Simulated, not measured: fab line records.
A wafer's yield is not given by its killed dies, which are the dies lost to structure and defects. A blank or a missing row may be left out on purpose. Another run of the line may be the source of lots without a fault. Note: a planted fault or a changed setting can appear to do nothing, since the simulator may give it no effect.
fab line records | flow nandHarc | part 1 of 2: steps 1 to 30 of 41
[record] lots = 5 | wafers = 15 | lastDay = 31
route steps=1302 shown A_DECK1_JOINT@518 A_ONON_D2@545
lots that met no fault: from a run of the same line without faults
startH: the number of hours between the record's first day and the start of the first shown wafer of the lot | waitH: time in hours since the lot's previous step | " identical to the entry in the row above | L1.1+2: several wafers, shown together as one row | - value missing, or start not given | * or withheld: withheld | < > ~ a bound
route shown NAME@n: a module of which the file shows steps, and the number in the route of the first | usual: the fault-free wafers' mean and standard deviation | same: alike in all rows | chamber/n: place in a boat | sites: readings site by site | _std_site: the standard deviation of these | _edge_site: outer sites' mean less inner sites' | radiusMm: how far each site lies from the wafer's centre | mask NAME#n: copy n | behind: the tool/chamber that last shaped the wafer | hold: reason for holding the lot/hours on hold/outcome of the hold | device: names the non-switching transistor (n, p or np) | end of line: the route-end tests of the same wafers | a step given without rows: its recipe and nothing more | killed: not the wafer's yield, but the dies lost to structure and defects at the first sort | map: a wafer's dies, x killed, . not, _ none there
set.NAME: the setting that was run; set.NAME@STEP: the one run at that earlier step | model.NAME: the simulator's own value behind a step, which no gauge read
lots at selected steps of the route; one table per step, one row per wafer
services: a tool's chamber out of use, with start hour (startH, from the record's first day; less than 0 if before it), hours out, and reason
[[steps]]
[step NHARC_A_DECK1_JOINT_ETCHBACK_07]
[recipe] targetDepthA = 1050 | timeS = 26.9 | hbrFlowSccm = 150 | rfW = 350 | icpW = 350 | biasW = 60 | chemistry = HBr
[usual] drypumpMotorCurrentA = 6.0/0.46 | oesProductAu = 0.999/0.0073 | throttleValvePct = 23.267/0.0087
lot.wafer | tool     | chamber | startH | waitH | drypumpMotorCurrentA | oesProductAu | rfHoursCounterH | throttleValvePct
L075.1    | rieSi-03 | 2       | 247.37 | 0.1   | 6.1                  | 1.002        | 0.1             | 23.259
L075.4    | "        | 0       | "      | "     | 6.6                  | 0.990        | 0.1             | 23.269
L075.5    | "        | 2       | "      | "     | 6.1                  | 1.011        | -               | 23.273
L079.4    | rieSi-05 | 1       | 281.40 | 0.1   | 5.1                  | 0.984        | 0.9             | 23.266
L079.3    | "        | 3       | "      | "     | 6.6                  | 0.991        | 1.1             | 23.270
L079.2    | "        | 0       | "      | "     | 6.1                  | 0.999        | 1.0             | 23.276
L082.4    | rieSi-05 | 3       | 325.24 | 0.1   | 6.6                  | 0.992        | 0.1             | 23.272
L082.1    | "        | 0       | "      | "     | 6.1                  | 0.998        | 0.1             | 23.255
L082.6    | "        | 3       | "      | "     | 6.7                  | 1.001        | -               | 23.262
L085.1    | rieSi-06 | 3       | 345.06 | 0.1   | 5.8                  | 1.009        | 0.6             | 23.270
L085.3    | "        | 1       | "      | "     | 6.1                  | 1.001        | 0.6             | 23.281
L085.6    | "        | 3       | "      | "     | 5.8                  | 1.002        | -               | 23.263
L091.3    | rieSi-06 | 0       | 399.19 | 0.1   | 5.7                  | 1.009        | 0.9             | 23.271
L091.4    | "        | 1       | "      | "     | 6.1                  | 1.013        | 0.9             | 23.268
L091.5    | "        | 2       | "      | "     | 6.0                  | 1.007        | -               | 23.272
[step NHARC_A_DECK1_JOINT_ETCH_25]
[recipe] targetDepthA = 5 | chemistry = dHF | material = SiO2
lot.wafer  | tool        | chamber | startH | waitH
L075.4+1+5 | wetBench-05 | 3,4,5   | 247.53 | 0.1
L079.3+4+2 | wetBench-05 | 7,0,2   | 281.54 | 0.1
L082.6+1+4 | wetBench-05 | 4,6,7   | 325.39 | 0.1
L085.6+3+1 | wetBench-05 | 6,7,2   | 345.21 | 0.1
L091.5+4+3 | wetBench-04 | 1,2,5   | 399.32 | 0.1
[step NHARC_A_DECK1_JOINT_ETCH_19]
[recipe] tempC = 25 | targetDepthA = 30 | chemistry = TMAH | material = poly-Si
lot.wafer  | tool        | chamber | startH | waitH
L075.4+1+5 | wetBench-05 | 3,4,5   | 247.57 | 0.0
L079.3+4+2 | wetBench-05 | 7,0,2   | 281.57 | 0.0
L082.6+1+4 | wetBench-05 | 4,6,7   | 325.42 | 0.0
L085.6+3+1 | wetBench-05 | 6,7,2   | 345.24 | 0.0
L091.5+4+3 | wetBench-04 | 1,2,5   | 399.35 | 0.0
[step NHARC_A_DECK1_JOINT_ETCH_18]
[recipe] targetDepthA = 30 | chemistry = dHF | material = SiO2
lot.wafer  | tool        | chamber | startH | waitH
L075.4+1+5 | wetBench-05 | 3,4,5   | -      | -
L079.3+4+2 | wetBench-05 | 7,0,2   | -      | -
L082.6+1+4 | wetBench-05 | 4,6,7   | -      | -
L085.6+3+1 | wetBench-05 | 6,7,2   | -      | -
L091.5+4+3 | wetBench-04 | 1,2,5   | -      | -
[step NHARC_A_DECK1_JOINT_WET_08]
[recipe] tempC = 160 | timeS = 86 | chemistry = H3PO4
lot.wafer  | tool        | chamber | startH | waitH
L075.1+4+5 | wetH3po4-01 | 0       | 252.80 | -
L079.2+3+4 | wetH3po4-02 | 0       | 283.38 | -
L082.1+4+6 | wetH3po4-02 | 0       | 327.99 | -
L085.1+3+6 | wetH3po4-01 | 0       | 347.04 | -
L091.3+4+5 | wetH3po4-02 | 1       | 401.16 | -
[step NHARC_A_DECK1_JOINT_ETCH_09]
[recipe] targetDepthA = 50 | chemistry = dHF | material = SiO2
lot.wafer  | tool        | chamber | startH | waitH
L075.4+1+5 | wetBench-05 | 1,2,5   | 253.35 | 0.0
L079.4+2+3 | wetBench-04 | 5,0,1   | 283.93 | 0.0
L082.1+6+4 | wetBench-05 | 3,5,0   | 328.55 | 0.0
L085.1+6+3 | wetBench-05 | 7,0,2   | 347.60 | 0.0
L091.5+3+4 | wetBench-07 | 2,3,5   | 401.72 | 0.0
[step NHARC_A_DECK1_JOINT_WET_10]
[recipe] tempC = 160 | timeS = 86 | chemistry = H3PO4
lot.wafer  | tool        | chamber | startH | waitH
L075.1+4+5 | wetH3po4-01 | 1       | 255.08 | 1.7
L079.2+3+4 | wetH3po4-02 | 1       | 285.62 | 1.7
L082.1+4+6 | wetH3po4-02 | 0       | 330.24 | 1.7
L085.1+3+6 | wetH3po4-02 | 1       | 349.28 | 1.7
L091.3+4+5 | wetH3po4-02 | 0       | 403.40 | 1.7
[step NHARC_A_DECK1_JOINT_ETCH_11]
[recipe] targetDepthA = 350 | chemistry = dHF | material = SiO2
lot.wafer  | tool        | chamber | startH | waitH
L075.4+1+5 | wetBench-07 | 0,3,4   | 255.63 | 0.0
L079.4+2+3 | wetBench-07 | 7,1,3   | 286.19 | 0.0
L082.1+4+6 | wetBench-04 | 5,6,7   | 330.80 | 0.0
L085.3+6+1 | wetBench-04 | 1,2,4   | 349.84 | 0.0
L091.3+4+5 | wetBench-05 | 2,6,7   | 403.95 | 0.0
[step NHARC_A_DECK1_JOINT_CVD_12]
[recipe] targetThkA = 900 | tempC = 620 | pressureMtorr = 200 | timeS = 1800 | material = poly-Si
lot.wafer  | tool         | chamber | startH | waitH
L075.1+4+5 | lpcvdPoly-03 | 0       | 258.55 | 2.8
L079.2+3+4 | lpcvdPoly-04 | 0       | 288.85 | 2.6
L082.1+4+6 | lpcvdPoly-03 | 0       | 333.29 | 2.5
L085.1+3+6 | lpcvdPoly-02 | 0       | 352.49 | 2.6
L091.3+4+5 | lpcvdPoly-02 | 0       | 406.61 | 2.6
[step NHARC_A_DECK1_JOINT_CMP_13]
[recipe] targetThkNm = 51.023
[usual] motorCurrentA = 12.6/0.97 | retainingRingPressureFrac = 0.999/0.0052 | timeToEndpointS = 8.5/2.4
lot.wafer | tool   | chamber | startH | waitH | motorCurrentA | retainingRingPressureFrac | timeToEndpointS
L075.1    | cmp-04 | 0       | 261.41 | 0.4   | 10.5          | 0.993                     | 6.5
L075.4    | "      | 1       | "      | "     | 13.4          | 0.996                     | 8.6
L075.5    | "      | 1       | "      | "     | 12.9          | 0.996                     | 10.1
L079.3    | cmp-02 | 3       | 291.70 | 0.4   | 12.2          | 0.999                     | 6.6
L079.2    | "      | 0       | "      | "     | 11.7          | 0.998                     | 7.1
L079.4    | "      | 2       | "      | "     | 13.7          | 0.995                     | 3.0
L082.1    | cmp-03 | 2       | 336.11 | 0.4   | 12.0          | 0.997                     | 8.6
L082.4    | "      | 3       | "      | "     | 12.0          | 0.999                     | 10.3
L082.6    | "      | 1       | "      | "     | 14.0          | 1.007                     | 11.4
L085.3    | cmp-02 | 0       | 355.35 | 0.4   | 12.1          | 1.008                     | 9.3
L085.1    | "      | 2       | "      | "     | 14.1          | 0.993                     | 8.3
L085.6    | "      | 0       | "      | "     | 11.0          | 1.002                     | 10.2
L091.4    | cmp-02 | 2       | 409.44 | 0.4   | 14.1          | 0.998                     | 7.2
L091.3    | "      | 0       | "      | "     | 11.7          | 0.999                     | 7.0
L091.5    | "      | 3       | "      | "     | 12.4          | 1.004                     | 5.9
[step NHARC_A_DECK1_JOINT_THK_MEAS_14]
[recipe] thkMeasGauge = ellipsometry
[usual] thkNm = 50.9/1.3
lot.wafer | tool         | chamber | startH | waitH | thkNm
L075.1    | filmMetro-02 | -       | 261.66 | 0.2   | 52.7
L075.4    | "            | -       | "      | "     | 50.8
L075.5    | "            | -       | "      | "     | 51.7
L079.2    | filmMetro-01 | -       | 291.96 | 0.2   | 53.0
L079.3    | "            | -       | "      | "     | 51.1
L079.4    | "            | -       | "      | "     | 49.1
L082.1    | filmMetro-02 | -       | 336.34 | 0.2   | 52.0
L082.4    | "            | -       | "      | "     | 50.0
L082.6    | "            | -       | "      | "     | 52.3
L085.1    | filmMetro-02 | -       | 355.61 | 0.2   | 52.3
L085.3    | "            | -       | "      | "     | 51.9
L085.6    | "            | -       | "      | "     | 51.1
L091.3    | filmMetro-02 | -       | 409.70 | 0.2   | 50.4
L091.4    | "            | -       | "      | "     | 50.5
L091.5    | "            | -       | "      | "     | 51.7
[step NHARC_A_DECK1_JOINT_SRD_04]
lot.wafer  | tool        | chamber | startH | waitH
L075.4+1+5 | wetBench-07 | 2,3,5   | 261.70 | 0.0
L079.3+4+2 | wetBench-04 | 1,3,5   | 292.00 | 0.0
L082.6+1+4 | wetBench-05 | 4,7,0   | 336.39 | 0.0
L085.3+1+6 | wetBench-07 | 7,2,4   | 355.65 | 0.0
L091.3+4+5 | wetBench-07 | 7,0,3   | 409.74 | 0.0
[step NHARC_A_DECK1_JOINT_ETCHBACK_00]
[recipe] targetDepthA = 300 | timeS = 17.4 | hbrFlowSccm = 150 | rfW = 350 | icpW = 350 | biasW = 60 | chemistry = HBr
[usual] drypumpMotorCurrentA = 6.0/0.41 | oesProductAu = 0.999/0.0072 | throttleValvePct = 23.267/0.0094
lot.wafer | tool     | chamber | startH | waitH | drypumpMotorCurrentA | oesProductAu | rfHoursCounterH | throttleValvePct
L075.1    | rieSi-03 | 2       | 261.81 | 0.1   | 6.0                  | 1.004        | 0.2             | 23.273
L075.5    | "        | 2       | "      | "     | 6.1                  | 1.013        | -               | 23.256
L075.4    | "        | 3       | "      | "     | 6.4                  | 0.995        | -               | 23.265
L079.2    | rieSi-06 | 1       | 292.08 | 0.1   | 6.1                  | 1.000        | 0.2             | 23.261
L079.3    | "        | 2       | "      | "     | 6.0                  | 1.005        | 0.3             | 23.276
L079.4    | "        | 0       | "      | "     | 5.8                  | 1.000        | 0.2             | 23.287
L082.4    | rieSi-05 | 2       | 336.49 | 0.1   | 5.9                  | 0.983        | 0.2             | 23.276
L082.1    | "        | 3       | "      | "     | 6.6                  | 0.990        | 0.2             | 23.280
L082.6    | "        | 1       | "      | "     | 5.1                  | 1.002        | -               | 23.270
L085.3    | rieSi-06 | 2       | 355.73 | 0.1   | 6.0                  | 0.998        | 0.6             | 23.280
L085.1    | "        | 0       | "      | "     | 5.8                  | 0.993        | 0.6             | 23.259
L085.6    | "        | 2       | "      | "     | 6.0                  | 0.995        | -               | 23.275
L091.3    | rieSi-03 | 3       | 409.84 | 0.1   | 6.3                  | 1.012        | 0               | 23.266
L091.4    | "        | 0       | "      | "     | 6.6                  | 1.007        | 0               | 23.281
L091.5    | "        | 2       | "      | "     | 6.1                  | 1.002        | -               | 23.279
[step NHARC_A_DECK1_JOINT_PRECLEAN_30]
[recipe] timeS = * | tempC = 50 | bathAgeMin = 0 | chemistry = SC1
lot.wafer  | tool        | chamber | startH | waitH
L075.1+5+4 | wetBench-07 | 1,3,4   | 261.97 | 0.1
L079.3+4+2 | wetBench-05 | 7,0,2   | 292.23 | 0.1
L082.4+1+6 | wetBench-05 | 7,0,1   | 336.61 | 0.1
L085.3+6+1 | wetBench-04 | 3,6,7   | 355.88 | 0.1
L091.4+3+5 | wetBench-07 | 4,7,0   | 409.97 | 0.1
[step NHARC_A_DECK1_JOINT_SRD_31]
lot.wafer  | tool        | chamber | startH | waitH
L075.1+5+4 | wetBench-07 | 1,3,4   | -      | -
L079.3+4+2 | wetBench-05 | 7,0,2   | -      | -
L082.4+1+6 | wetBench-05 | 7,0,1   | -      | -
L085.3+6+1 | wetBench-04 | 3,6,7   | -      | -
L091.4+3+5 | wetBench-07 | 4,7,0   | -      | -
[step NHARC_A_DECK1_JOINT_CVD_34]
[recipe] targetThkA = 200 | tempC = 700 | pressureMtorr = 300 | material = SiNx
[usual] susceptorTempC = 699.99/0.27
lot.wafer | tool     | chamber | startH | waitH | susceptorTempC
L075.1    | lpcvd-01 | 0       | 265.21 | -     | 700.37
L075.4    | "        | 0       | "      | "     | 700.10
L075.5    | "        | 0       | "      | "     | 700.19
L079.2    | lpcvd-01 | 0       | 295.47 | -     | 699.73
L079.3    | "        | 0       | "      | "     | 700.13
L079.4    | "        | 0       | "      | "     | 699.70
L082.1    | lpcvd-02 | 0       | 339.85 | -     | 700.03
L082.4    | "        | 0       | "      | "     | 700.40
L082.6    | "        | 0       | "      | "     | 700.38
L085.1    | lpcvd-02 | 0       | 359.12 | -     | 700.08
L085.3    | "        | 0       | "      | "     | 699.79
L085.6    | "        | 0       | "      | "     | 699.66
L091.3    | lpcvd-01 | 0       | 412.29 | -     | 699.86
L091.4    | "        | 0       | "      | "     | 699.97
L091.5    | "        | 0       | "      | "     | 699.79
[step NHARC_A_DECK1_JOINT_DEP_06]
[recipe] targetThkA = 800 | tempC = 65 | material = SiOx
[usual] susceptorTempC = 64.99/0.12
lot.wafer | tool    | chamber | startH | waitH | susceptorTempC
L075.1    | fcvd-01 | 0       | 269.91 | 0.4   | 64.93
L075.4    | "       | 0       | "      | "     | 65.16
L075.5    | "       | 0       | "      | "     | 65.00
L079.2    | fcvd-01 | 1       | 298.72 | 0.4   | 64.93
L079.3    | "       | 1       | "      | "     | 64.84
L079.4    | "       | 0       | "      | "     | 64.97
L082.1    | fcvd-01 | 0       | 343.03 | 0.4   | 65.03
L082.4    | "       | 0       | "      | "     | 65.07
L082.6    | "       | 0       | "      | "     | 65.10
L085.1    | fcvd-01 | 0       | 362.31 | 0.4   | 64.93
L085.3    | "       | 1       | "      | "     | 64.96
L085.6    | "       | 0       | "      | "     | 65.12
L091.3    | fcvd-01 | 1       | 415.54 | 0.4   | 64.76
L091.4    | "       | 0       | "      | "     | 65.06
L091.5    | "       | 0       | "      | "     | 65.03
[step NHARC_A_DECK1_JOINT_CURE_26]
[recipe] tempC = 150 | timeS = 32 | pressureAtm = 0.395
[usual] pressureAtm = 0.3950/0.00087 | susceptorTempC = 150.01/0.13
lot.wafer | tool    | chamber | startH | waitH | pressureAtm | susceptorTempC
L075.1    | fcvd-01 | 0       | 270.27 | 0.3   | 0.3942      | 150.14
L075.4    | "       | 0       | "      | "     | 0.3952      | 150.14
L075.5    | "       | 0       | "      | "     | 0.3953      | 150.01
L079.2    | fcvd-01 | 1       | 298.90 | 0.2   | 0.3945      | 149.97
L079.3    | "       | 1       | "      | "     | 0.3954      | 150.21
L079.4    | "       | 0       | "      | "     | 0.3946      | 150.08
L082.1    | fcvd-01 | 0       | 343.21 | 0.2   | 0.3963      | 150.31
L082.4    | "       | 0       | "      | "     | 0.3965      | 149.96
L082.6    | "       | 0       | "      | "     | 0.3965      | 150.12
L085.1    | fcvd-01 | 0       | 362.49 | 0.2   | 0.3944      | 150.00
L085.3    | "       | 1       | "      | "     | 0.3940      | 149.94
L085.6    | "       | 0       | "      | "     | 0.3958      | 150.01
L091.3    | fcvd-01 | 1       | 415.68 | 0.1   | 0.3952      | 150.11
L091.4    | "       | 0       | "      | "     | 0.3942      | 149.93
L091.5    | "       | 0       | "      | "     | 0.3951      | 150.06
[step NHARC_A_DECK1_JOINT_ANNEAL_27]
[recipe] tempC = 400 | timeS = 3600 | idleTempC = 300 | rampUpCPerMin = 10 | densificationPH2oTorr = 640
lot.wafer  | tool       | chamber | startH | waitH
L075.1+4+5 | furnace-02 | 0       | 273.63 | 3.3
L079.2+3+4 | furnace-02 | 0       | 299.19 | 0.3
L082.1+4+6 | furnace-05 | 0       | 348.34 | 5.1
L085.1+3+6 | furnace-07 | 0       | 367.66 | 5.2
L091.3+4+5 | furnace-02 | 0       | 421.70 | 6.0
[step NHARC_A_DECK1_JOINT_ANNEAL_28]
[recipe] tempC = 500 | timeS = 1800 | idleTempC = 400 | rampUpCPerMin = 10 | densificationPH2oTorr = 640
lot.wafer  | tool       | chamber | startH | waitH
L075.1+4+5 | furnace-02 | 0       | 279.17 | 3.8
L079.2+3+4 | furnace-02 | 0       | 305.21 | 4.3
L082.1+4+6 | furnace-05 | 0       | 353.03 | 2.9
L085.1+3+6 | furnace-07 | 0       | 371.99 | 2.6
L091.3+4+5 | furnace-02 | 0       | 427.22 | 3.8
[step NHARC_A_DECK1_JOINT_ANNEAL_29]
[recipe] tempC = 750 | timeS = 1800 | idleTempC = 500 | rampUpCPerMin = 10 | rampDownCPerMin = 3
lot.wafer  | tool       | chamber | startH | waitH
L075.1+4+5 | furnace-02 | 0       | 283.28 | 3.4
L079.2+3+4 | furnace-02 | 0       | 309.02 | 3.1
L082.1+4+6 | furnace-05 | 0       | 357.36 | 3.7
L085.1+3+6 | furnace-07 | 0       | 376.36 | 3.7
L091.3+4+5 | furnace-02 | 0       | 433.85 | 6.0
[step NHARC_A_DECK1_JOINT_CMP_02]
[recipe] material = SiOx
[usual] motorCurrentA = 12.6/0.9 | retainingRingPressureFrac = 1.000/0.0054
lot.wafer | tool   | chamber | startH | waitH | motorCurrentA | retainingRingPressureFrac
L075.1    | cmp-02 | 0       | 285.97 | 0.4   | 11.7          | 1.008
L075.4    | "      | 2       | "      | "     | 13.8          | 1.013
L075.5    | "      | 3       | "      | "     | 12.5          | 1.003
L079.3    | cmp-04 | 3       | 311.71 | 0.4   | 12.3          | 1.008
L079.2    | "      | 0       | "      | "     | 10.0          | 1.003
L079.4    | "      | 1       | "      | "     | 12.2          | 1.004
L082.4    | cmp-02 | 2       | 360.07 | 0.4   | 13.8          | 1.004
L082.1    | "      | 3       | "      | "     | 12.1          | 1.008
L082.6    | "      | 1       | "      | "     | 13.2          | 0.992
L085.1    | cmp-03 | 2       | 379.03 | 0.4   | 11.5          | 0.994
L085.3    | "      | 3       | "      | "     | 11.8          | 0.997
L085.6    | "      | 2       | "      | "     | 12.6          | 0.997
L091.4    | cmp-04 | 2       | 436.46 | 0.4   | 13.0          | 0.999
L091.3    | "      | 1       | "      | "     | 13.4          | 0.996
L091.5    | "      | 3       | "      | "     | 13.0          | 1.005
[step NHARC_A_DECK1_JOINT_SRD_15]
lot.wafer  | tool        | chamber | startH | waitH
L075.1+4+5 | wetBench-05 | 4,7,0   | 286.24 | 0.0
L079.4+3+2 | wetBench-07 | 7,1,4   | 311.98 | 0.0
L082.1+6+4 | wetBench-05 | 5,7,1   | 360.32 | 0.0
L085.1+6+3 | wetBench-04 | 7,0,4   | 379.33 | 0.0
L091.5+3+4 | wetBench-07 | 3,5,0   | 436.76 | 0.0
[step NHARC_A_DECK1_JOINT_DEP_16]
[recipe] targetThkA = 450 | tempC = 400 | pressureTorr = 6.5 | rfW = 900 | teosFlowSccm = 161.4 | flowSccm = 2650 | targetThkNm = 45 | gas = O2 | material = SiO2
[usual] heaterPowerW = 591/99 | susceptorTempC = 400.00/0.22 | throttleValvePct = 15.9/0.49
lot.wafer | tool     | chamber | startH | waitH | heaterPowerW | susceptorTempC | throttleValvePct
L075.1    | pecvd-04 | 0       | 286.36 | 0.1   | 712          | 400.11         | 15.7
L075.4    | "        | 0       | "      | "     | 726          | 399.84         | 15.6
L075.5    | "        | 1       | "      | "     | 677          | 400.07         | 16.4
L079.2    | pecvd-03 | 2       | 312.07 | 0.1   | 567          | 399.68         | 15.2
L079.3    | "        | 1       | "      | "     | 705          | 399.81         | 15.2
L079.4    | "        | 0       | "      | "     | 751          | 399.82         | 15.5
L082.1    | pecvd-01 | 1       | 360.41 | 0.1   | 605          | 400.09         | 16.1
L082.6    | "        | 1       | "      | "     | 620          | 400.16         | 15.9
L082.4    | "        | 2       | "      | "     | 476          | 400.02         | 15.9
L085.3    | pecvd-01 | 2       | 379.43 | 0.1   | 459          | 400.13         | 15.7
L085.1    | "        | 1       | "      | "     | 591          | 400.29         | 16.2
L085.6    | "        | 1       | "      | "     | 608          | 400.12         | 16.0
L091.3    | pecvd-01 | 0       | 437.05 | 0.3   | 539          | 399.81         | 16.7
L091.5    | "        | 2       | "      | "     | 486          | 399.73         | 15.9
L091.4    | "        | 0       | "      | "     | 541          | 400.12         | 16.5
[step NHARC_A_DECK1_JOINT_THK_MEAS_17]
[recipe] thkMeasGauge = ellipsometry
[usual] thkNm = 45.1/1.2
lot.wafer | tool         | chamber | startH | waitH | thkNm
L075.1    | filmMetro-02 | -       | 286.61 | 0.2   | 44.8
L075.4    | "            | -       | "      | "     | 45.9
L075.5    | "            | -       | "      | "     | 45.4
L079.2    | filmMetro-02 | -       | 312.35 | 0.3   | 46.3
L079.3    | "            | -       | "      | "     | 43.9
L079.4    | "            | -       | "      | "     | 45.6
L082.1    | filmMetro-02 | -       | 360.69 | 0.3   | 46.9
L082.4    | "            | -       | "      | "     | 45.8
L082.6    | "            | -       | "      | "     | 47.2
L085.1    | filmMetro-01 | -       | 379.71 | 0.2   | 44.0
L085.3    | "            | -       | "      | "     | 42.9
L085.6    | "            | -       | "      | "     | 47.4
L091.3    | filmMetro-01 | -       | 437.31 | 0.2   | 44.9
L091.4    | "            | -       | "      | "     | 46.2
L091.5    | "            | -       | "      | "     | 46.1
[step NHARC_A_DECK1_JOINT_INSPECT_05]
[usual] rawDefectCount = 298/100
lot.wafer | tool             | chamber | startH | waitH | rawDefectCount
L075.1    | defectInspect-01 | -       | 286.64 | 0.0   | 356
L075.4    | "                | -       | "      | "     | 387
L075.5    | "                | -       | "      | "     | 326
L079.2    | defectInspect-02 | -       | 312.39 | 0.0   | 182
L079.3    | "                | -       | "      | "     | 290
L079.4    | "                | -       | "      | "     | 303
L082.1    | defectInspect-01 | -       | 360.73 | 0.0   | 383
L082.4    | "                | -       | "      | "     | 475
L082.6    | "                | -       | "      | "     | 354
L085.1    | defectInspect-02 | -       | 379.74 | 0.0   | 221
L085.3    | "                | -       | "      | "     | 346
L085.6    | "                | -       | "      | "     | 278
L091.3    | defectInspect-01 | -       | 437.34 | 0.0   | 329
L091.4    | "                | -       | "      | "     | 230
L091.5    | "                | -       | "      | "     | 223
[step NHARC_A_ONON_D2_DEP_00]
[recipe] targetThkA = 10000 | n2FlowSccm = 2750 | n2oFlowSccm = 2000 | nh3FlowSccm = 500 | sih4FlowSccm = 210 | tempC = 400
[usual] susceptorTempC = 400.04/0.22
lot.wafer | tool         | chamber | startH | waitH | susceptorTempC
L075.1    | pecvdOnon-04 | 0       | 286.71 | 0.1   | 400.02
L075.4    | "            | 0       | "      | "     | 399.98
L075.5    | "            | 0       | "      | "     | 400.20
L079.2    | pecvdOnon-02 | 0       | 312.51 | 0.1   | 400.09
L079.3    | "            | 0       | "      | "     | 400.21
L079.4    | "            | 0       | "      | "     | 399.99
L082.1    | pecvdOnon-04 | 0       | 360.79 | 0.1   | 399.82
L082.4    | "            | 0       | "      | "     | 400.23
L082.6    | "            | 0       | "      | "     | 400.25
L085.1    | pecvdOnon-03 | 0       | 379.81 | 0.1   | 400.16
L085.3    | "            | 0       | "      | "     | 400.04
L085.6    | "            | 0       | "      | "     | 399.98
L091.3    | pecvdOnon-02 | 0       | 437.70 | 0.4   | 400.12
L091.4    | "            | 0       | "      | "     | 399.69
L091.5    | "            | 0       | "      | "     | 400.24
[step NHARC_A_ONON_D2_THK_MEAS_02]
[recipe] thkMeasGauge = ellipsometry
[usual] thkNm = 1000/8.2
lot.wafer | tool         | chamber | startH | waitH | thkNm
L075.1    | filmMetro-02 | -       | 287.23 | -     | 1018
L075.4    | "            | -       | "      | "     | 1016
L075.5    | "            | -       | "      | "     | 1017
L079.2    | filmMetro-01 | -       | 312.96 | -     | 994
L079.3    | "            | -       | "      | "     | 996
L079.4    | "            | -       | "      | "     | 996
L082.1    | filmMetro-02 | -       | 361.30 | -     | 998
L082.4    | "            | -       | "      | "     | 999
L082.6    | "            | -       | "      | "     | 999
L085.1    | filmMetro-01 | -       | 380.32 | -     | 987
L085.3    | "            | -       | "      | "     | 988
L085.6    | "            | -       | "      | "     | 988
L091.3    | filmMetro-02 | -       | 438.10 | -     | 1007
L091.4    | "            | -       | "      | "     | 1008
L091.5    | "            | -       | "      | "     | 1007
[step NHARC_A_ONON_D2_DEP_03]
[recipe] targetThkA = 10000 | n2FlowSccm = 2750 | n2oFlowSccm = 2000 | nh3FlowSccm = 500 | sih4FlowSccm = 210 | tempC = 400
[usual] susceptorTempC = 400.02/0.23
lot.wafer | tool         | chamber | startH | waitH | susceptorTempC
L075.1    | pecvdOnon-02 | 0       | 287.28 | 0.1   | 399.93
L075.4    | "            | 0       | "      | "     | 400.05
L075.5    | "            | 0       | "      | "     | 400.10
L079.2    | pecvdOnon-02 | 0       | 313.08 | 0.1   | 400.00
L079.3    | "            | 0       | "      | "     | 399.70
L079.4    | "            | 0       | "      | "     | 400.13
L082.1    | pecvdOnon-04 | 0       | 361.36 | 0.1   | 399.93
L082.4    | "            | 0       | "      | "     | 400.19
L082.6    | "            | 0       | "      | "     | 399.90
L085.1    | pecvdOnon-04 | 0       | 380.38 | 0.1   | 400.09
L085.3    | "            | 0       | "      | "     | 400.07
L085.6    | "            | 0       | "      | "     | 399.99
L091.3    | pecvdOnon-04 | 0       | 438.27 | 0.2   | 399.93
L091.4    | "            | 0       | "      | "     | 400.01
L091.5    | "            | 0       | "      | "     | 400.20
[step NHARC_A_ONON_D2_THK_MEAS_05]
[recipe] thkMeasGauge = ellipsometry
[usual] thkNm = 1002/10
lot.wafer | tool         | chamber | startH | waitH | thkNm
L075.1    | filmMetro-01 | -       | 287.78 | -     | 986
L075.4    | "            | -       | "      | "     | 988
L075.5    | "            | -       | "      | "     | 987
L079.2    | filmMetro-01 | -       | 313.53 | -     | 999
L079.3    | "            | -       | "      | "     | 999
L079.4    | "            | -       | "      | "     | 999
L082.1    | filmMetro-01 | -       | 361.87 | -     | 1005
L082.4    | "            | -       | "      | "     | 1005
L082.6    | "            | -       | "      | "     | 1006
L085.1    | filmMetro-01 | -       | 380.89 | -     | 1019
L085.3    | "            | -       | "      | "     | 1017
L085.6    | "            | -       | "      | "     | 1018
L091.3    | filmMetro-02 | -       | 438.67 | -     | 1005
L091.4    | "            | -       | "      | "     | 1006
L091.5    | "            | -       | "      | "     | 1005
